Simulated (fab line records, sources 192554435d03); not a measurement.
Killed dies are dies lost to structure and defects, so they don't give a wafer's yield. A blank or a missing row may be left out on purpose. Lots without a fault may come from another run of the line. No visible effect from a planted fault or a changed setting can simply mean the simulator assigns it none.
3 desks, one fault -- flow n5_finfet -- only its own numbers are on each desk; what lay behind them is given at the end

== FOR THE TOOL OWNER'S DESK: rie_diel-06 ==
The tool's own readings at N5_FIN_CUT_CUT_ETCH_26 (etches SiNx in CH3F/O2, target depth 39 nm, time 55.7 s): means of the sampled wafers that have a number, for each lot that ran on this tool. If a lot's mean is further than 4 standard deviations from the usual mean, the lot is out of limits and carries the mark OUT (the distance appears in the brackets).
Columns: A = drypump_motor_current_A at N5_FIN_CUT_CUT_ETCH_26, usual 5.5 A; B = oes_product_au at N5_FIN_CUT_CUT_ETCH_26, usual 0.78 a.u.; C = rf_vpp_V at N5_FIN_CUT_CUT_ETCH_26, usual 298 V; D = run_length_s at N5_FIN_CUT_CUT_ETCH_26, usual 78.9 s; E = showerhead_plenum_p_Torr at N5_FIN_CUT_CUT_ETCH_26, usual 2.00 Torr; F = throttle_valve_pct at N5_FIN_CUT_CUT_ETCH_26, usual 16.46 %
lot,first seen here,A,B,C,D,E,F
L300,day 5 05:28,5.2,0.74,300,79.6,1.97,16.67
L306,day 6 16:01,4.8,0.79,294,81.1 (+4.6) OUT,1.96,16.34
L307,day 6 21:35,5.3,0.74,300,81.0 (+4.3) OUT,1.96,16.66
Finding of this desk: L306, L307 out of limits; the first was L306 at day 6 16:01, on run_length_s at N5_FIN_CUT_CUT_ETCH_26. In limits: L300.

== THE METROLOGY DESK ==
Lot by lot, what the gauges showed, no matter which tool ran the lot: averages of those sampled wafers that carry a number. If a lot's mean is further than 4 standard deviations from the usual mean, the lot is out of limits and carries the mark OUT (the distance appears in the brackets). Readings shown: 7 of its 12, picked as those furthest out on some lot.
Columns: A = FIN_CUT_OVL at N5_FIN_CUT_OVL_MEAS_09, usual 0.1 nm; B = DIBL_N at N5_BEOL_M4_RC_MEAS_101, usual 36.6 mV/V; C = ION_N at N5_BEOL_M4_RC_MEAS_101, usual 676 uA/um; D = ION_P at N5_BEOL_M4_RC_MEAS_101, usual 463 uA/um; E = SS_P at N5_BEOL_M4_RC_MEAS_101, usual 73.4 mV/dec; F = VT_N at N5_BEOL_M4_RC_MEAS_101, usual 249 mV; G = VT_P at N5_BEOL_M4_RC_MEAS_101, usual -249 mV
lot,first seen here,A,B,C,D,E,F,G
L294,day 3 15:03,1.1,37.3,671,458,73.4,250,-253
L300,day 5 04:49,-0.0,36.8,675,462,73.7,248,-248
L303,day 5 21:59,0.2,36.9,691,475,73.6,248,-249
L306,day 6 15:10,-1.0,36.4,672,460,72.9,249,-250
L307,day 6 21:02,0.6,34.9,675,468,72.9,252,-249
L310,day 7 15:02,0.2,38.3,679,458,74.8,248,-250
This desk's finding: nothing out of limits on any of the 6 lots.

== THE DEFECT DESK ==
What the inspections along the route counted, lot by lot: means of the sampled wafers that have a number. If a lot's mean is further than 4 standard deviations from the usual mean, the lot is out of limits and carries the mark OUT (the distance appears in the brackets).
Columns: A = raw_defect_count at N5_FIN_CUT_INSPECT_10, usual 40
lot,first seen here,A
L294,day 3 15:08,41
L300,day 5 04:55,58
L303,day 5 22:05,36
L306,day 6 15:15,62
L307,day 6 21:07,37
L310,day 7 15:08,51
This desk's finding: nothing out of limits on any of the 6 lots.

== ALL TOGETHER ==
An alarm could have come from the tool owner's desk at day 6 16:01, on L306, L307.
Nothing out of limits was seen by the metrology desk.
Nothing the defect desk looked at was out of limits.
The metrology desk has L306, L307 on record, within its limits.
The defect desk has L306, L307 on record, within its limits.
Of the lots named, all ran N5_FIN_CUT_CUT_ETCH_26 on rie_diel-06.

== WHAT THE SIMULATOR HAD INSERTED ==
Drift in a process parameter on rie_diel-06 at N5_FIN_CUT_CUT_ETCH_26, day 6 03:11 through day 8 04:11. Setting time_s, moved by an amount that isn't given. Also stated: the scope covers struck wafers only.
Shown lots that were struck: L306, L307.
How many hours passed from the start of the fault until each desk's first out-of-limits reading: the tool owner's desk, 13.
